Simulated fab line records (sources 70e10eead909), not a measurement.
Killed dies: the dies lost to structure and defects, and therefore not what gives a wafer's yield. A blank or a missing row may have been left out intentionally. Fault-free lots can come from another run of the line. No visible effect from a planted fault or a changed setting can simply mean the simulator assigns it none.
Which tool did it?    flow nand_harc    33 wafers from 11 lots sampled at 5 of the route's 1302 steps

== WHAT THE GAUGES SHOWED, per wafer ==
NHARC_A_CHANNEL_HOLE_D2_CD_MEAS_31.
lot   measured      on         cd_nm (nm)
L505  day 14 07:25  cd_sem-03  90.7 90.1 90.4
L507  day 15 00:11  cd_sem-02  88.3 89.7 90.5
L512  day 17 17:16  cd_sem-01  88.9 92.2 89.9
L514  day 17 21:56  cd_sem-01  90.2 90.9 88.8
L518  day 19 23:12  cd_sem-02  88.8 88.7 89.5
L520  day 20 13:19  cd_sem-02  90.8 90.0 88.2
L521  day 20 22:50  cd_sem-02  89.2 91.6 89.6
L522  day 20 23:51  cd_sem-02  89.8 89.8 91.0
L524  day 21 19:27  cd_sem-01  90.6 90.6 88.4
L525  day 22 16:59  cd_sem-01  89.6 90.0 89.9
L526  day 22 17:58  cd_sem-02  91.4 90.3 89.8

NHARC_END_SORT_01.
lot   measured      on         killed_at_array  killed_at_other  killed_at_periphery  killed_dies  killed_open  killed_short
L512  day 28 15:43  prober-01  672 674 676      1 0 0            4 3 1                677 677 677  3 3 1        3 0 2
L514  day 28 14:54  prober-02  673 670 665      1 1 2            3 6 10               677 677 677  3 1 6        4 3 4

== WHICH TOOL RAN EACH LOT (tool, then ch and the chambers of the sampled wafers, then the start) ==
lot   NHARC_A_CHANNEL_HOLE_D2_DESCUM_15   NHARC_A_CHANNEL_HOLE_D2_ETCH_38     NHARC_A_CHANNEL_HOLE_D2_ETCH_27
L505  rie_diel-07 ch 0,3, day 14 00:44    rie_diel-07 ch 1,3, day 14 00:50    har_etch-02 ch 0,1, day 14 05:53
L507  rie_diel-13 ch 2,3, day 14 17:07    rie_diel-13 ch 1,2, day 14 17:11    har_etch-02 ch 0,1, day 14 22:39
L512  rie_diel-07 ch 0,3, day 17 06:21    rie_diel-07 ch 0,2,3, day 17 06:28  har_etch-02 ch 0, day 17 15:20
L514  rie_diel-07 ch 1,2,3, day 17 15:15  rie_diel-07 ch 0,1,3, day 17 15:20  har_etch-02 ch 0,1, day 17 20:24
L518  rie_diel-13 ch 1,3, day 19 15:29    rie_diel-13 ch 0,2, day 19 15:34    har_etch-02 ch 0,1, day 19 21:41
L520  rie_diel-13 ch 0,2,3, day 20 06:38  rie_diel-13 ch 0,1,2, day 20 06:43  har_etch-02 ch 0,1, day 20 11:50
L521  rie_diel-13 ch 0,2,3, day 20 16:08  rie_diel-13 ch 0,1,3, day 20 16:13  har_etch-01 ch 0,1, day 20 21:18
L522  rie_diel-08 ch 0,1,2, day 20 17:10  rie_diel-08 ch 0,1,3, day 20 17:14  har_etch-02 ch 0,1, day 20 22:19
L524  rie_diel-13 ch 0,1,2, day 21 12:32  rie_diel-13 ch 0,1, day 21 12:38    har_etch-02 ch 0,1, day 21 17:55
L525  rie_diel-07 ch 1,3, day 22 10:04    rie_diel-07 ch 1,3, day 22 10:11    har_etch-02 ch 0,1, day 22 15:27
L526  rie_diel-08 ch 0,2,3, day 22 10:31  rie_diel-08 ch 1,2,3, day 22 10:35  har_etch-01 ch 0,1, day 22 15:42
- NHARC_A_CHANNEL_HOLE_D2_DESCUM_15: chemistry O2, time 3 s.
- NHARC_A_CHANNEL_HOLE_D2_ETCH_38: etches the open film in CF4, target depth 39 nm, time 65 s.
- NHARC_A_CHANNEL_HOLE_D2_ETCH_27: etches the open film in C4F8/O2/Ar, time 90 s, target depth 400 nm.

== AS READ BY THE TOOLS THEMSELVES (means over the sampled wafers that have a number; for cases with no such wafer, the mark the record gives instead) ==
NHARC_A_CHANNEL_HOLE_D2_DESCUM_15.
lot   tool         drypump_motor_current_A (A)  oes_product_au (a.u.)  rf_vpp_V (V)  showerhead_plenum_p_Torr (Torr)  throttle_valve_pct (%)
L505  rie_diel-07  5.8                          0.996                  57.3          1.82                             11.315
L507  rie_diel-13  6.5                          1.019                  58.4          1.89                             11.320
L512  rie_diel-07  5.8                          0.988                  57.6          1.82                             11.316
L514  rie_diel-07  5.7                          1.000                  58.0          1.92                             11.306
L518  rie_diel-13  6.1                          1.014                  57.5          1.93                             11.311
L520  rie_diel-13  6.0                          1.009                  58.0          1.89                             11.308
L521  rie_diel-13  6.0                          1.011                  57.5          1.89                             11.312
L522  rie_diel-08  6.1                          1.006                  58.1          2.02                             11.305
L524  rie_diel-13  5.7                          1.014                  58.4          1.89                             11.298
L525  rie_diel-07  5.9                          1.001                  58.1          1.88                             11.312
L526  rie_diel-08  5.9                          1.015                  58.4          1.99                             11.309

NHARC_A_CHANNEL_HOLE_D2_ETCH_38.
lot   tool         bias_w (W)  cf4_flow_sccm (sccm)  drypump_motor_current_A (A)  oes_product_au (a.u.)  rf_vpp_V (V)  showerhead_plenum_p_Torr (Torr)  throttle_valve_pct (%)
L505  rie_diel-07  99.9        150.0                 6.1                          0.999                  151.6         1.82                             13.285
L507  rie_diel-13  99.7        150.5                 5.8                          1.014                  150.3         1.72                             13.278
L512  rie_diel-07  100.0       150.0                 5.6                          0.993                  150.3         1.72                             13.280
L514  rie_diel-07  99.9        150.3                 6.0                          0.990                  151.3         1.76                             13.284
L518  rie_diel-13  99.7        149.6                 5.6                          1.015                  151.2         1.75                             13.286
L520  rie_diel-13  100.0       150.2                 5.7                          1.018                  150.4         1.75                             13.286
L521  rie_diel-13  100.1       149.7                 6.0                          1.009                  150.9         1.78                             13.285
L522  rie_diel-08  99.9        151.0                 5.5                          1.008                  151.3         1.82                             13.278
L524  rie_diel-13  100.2       150.2                 5.7                          1.006                  150.4         1.78                             13.280
L525  rie_diel-07  100.0       149.8                 6.1                          0.987                  151.8         1.82                             13.280
L526  rie_diel-08  99.9        150.1                 5.8                          1.004                  152.2         1.83                             13.287

NHARC_A_CHANNEL_HOLE_D2_ETCH_27.
lot   tool         bias_v (V)  c4f8_flow_sccm (sccm)  drypump_motor_current_A (A)  he_backside_leak_sccm (sccm)  showerhead_plenum_p_Torr (Torr)  throttle_valve_pct (%)
L505  har_etch-02  403         41.84                  5.81                         6.4                           3.71                             27.620
L507  har_etch-02  399         41.67                  5.83                         6.4                           3.71                             27.611
L512  har_etch-02  -           -                      -                            -                             -                                -
L514  har_etch-02  -           -                      -                            -                             -                                -
L518  har_etch-02  403         41.69                  5.82                         5.2                           3.67                             27.616
L520  har_etch-02  399         41.69                  5.57                         5.6                           3.66                             27.620
L521  har_etch-01  396         41.87                  5.65                         6.0                           3.64                             27.610
L522  har_etch-02  402         41.72                  5.85                         5.1                           3.66                             27.612
L524  har_etch-02  401         41.80                  5.57                         6.9                           3.65                             27.612
L525  har_etch-02  399         41.81                  5.56                         6.7                           3.65                             27.608
L526  har_etch-01  402         41.71                  5.65                         6.0                           3.63                             27.624

== THE ANSWER, worked out from the rows above alone ==
Rule: the usual values come from the lots themselves. The widest of any qualifying gaps counts: lots, ordered by their means at a reading, are off when they make up no more than a third of the lots, leave a main group of 4 or more, and stand apart from it by 3 or more times the standard deviation of that group's means. If all means in a main group match to the digits the tables above print for the reading, that group is not used. A lot without any number at a reading at which 4 lots or more have one is off too. Where the step has rows for the other lots, those lots are counted as sound. Order of review: gauges by route order, followed by the tools' own readings, for which a lot's mean as printed above is used. At the first step where some lot is off, the reading lying furthest off is the one used; lots without a number count as furthest.
Off: L512, L514 (NHARC_A_CHANNEL_HOLE_D2_ETCH_27, bias_v). Without a number there: L512, L514. Main group: mean 400 V, sd 2.2.
A tool fits if, at that step or a process step before it, it ran every lot that is off, and no sound lot after the first of them. Not one of the candidates tried fits.

== WHAT THE SIMULATOR HAD PUT IN ==
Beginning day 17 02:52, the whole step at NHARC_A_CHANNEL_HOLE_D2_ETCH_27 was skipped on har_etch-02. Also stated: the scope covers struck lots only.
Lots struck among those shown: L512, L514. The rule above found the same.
